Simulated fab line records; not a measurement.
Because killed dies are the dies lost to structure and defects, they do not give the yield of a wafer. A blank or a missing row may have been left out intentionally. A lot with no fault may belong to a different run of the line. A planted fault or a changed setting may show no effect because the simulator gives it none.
Matching of chambers -- flow n5Finfet -- N5_BEOL_M11_DEP_56 on pecvd-04: 3 sister chambers
The step deposits SiCN from 3MS/NH3, target thk 30 nm, time 10.5 s. 6 wafers are shown with their chamber, then 8 later ones without.

## WAFERS WITH THEIR CHAMBER
wafer,chamber,throttleValvePct (%),showerheadPlenumPTorr (Torr)
L078.4,0,17.6,4.175
L086.5,1,19.4,4.212
L085.2,2,17.8,4.156
L085.5,2,17.9,4.168
L085.6,1,19.1,4.209
L090.2,0,17.6,4.174

## WAFERS WITH NO CHAMBER GIVEN
wafer,throttleValvePct (%),showerheadPlenumPTorr (Torr)
L090.3,19.2,4.208
L090.5,17.7,4.158
L089.1,19.3,4.206
L089.4,17.6,4.156
L089.5,19.2,4.198
L092.1,19.2,4.205
L092.2,17.5,4.160
L092.3,17.9,4.150

## THE CHAMBER EACH PASSED THROUGH
wafer,from the rows above,in truth
L090.3,1,1
L090.5,can't be placed: 2 or 0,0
L089.1,1,1
L089.4,can't be placed: 2 or 0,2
L089.5,1,1
L092.1,1,1
L092.2,can't be placed: 2 or 0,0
L092.3,2,2
Correct placement for 5 of the 8. Not placeable from these rows: 3 (in 3, the candidates include the true chamber). Number placed wrongly: 0.
How it was worked out, from the rows above alone: a wafer's distance from a chamber is the root of the sum, over the readings, of the square of ((its reading less the chamber's mean) divided by the reading's scatter). If the next closest chamber is less than 2 further off than the closest, the wafer can't be placed; otherwise it belongs to the closest. Each chamber's mean is taken over the wafers shown for it. The scatter: the root of (the sum of the squares of (reading less its chamber's mean) over the shown wafers, divided by (wafers less chambers)).
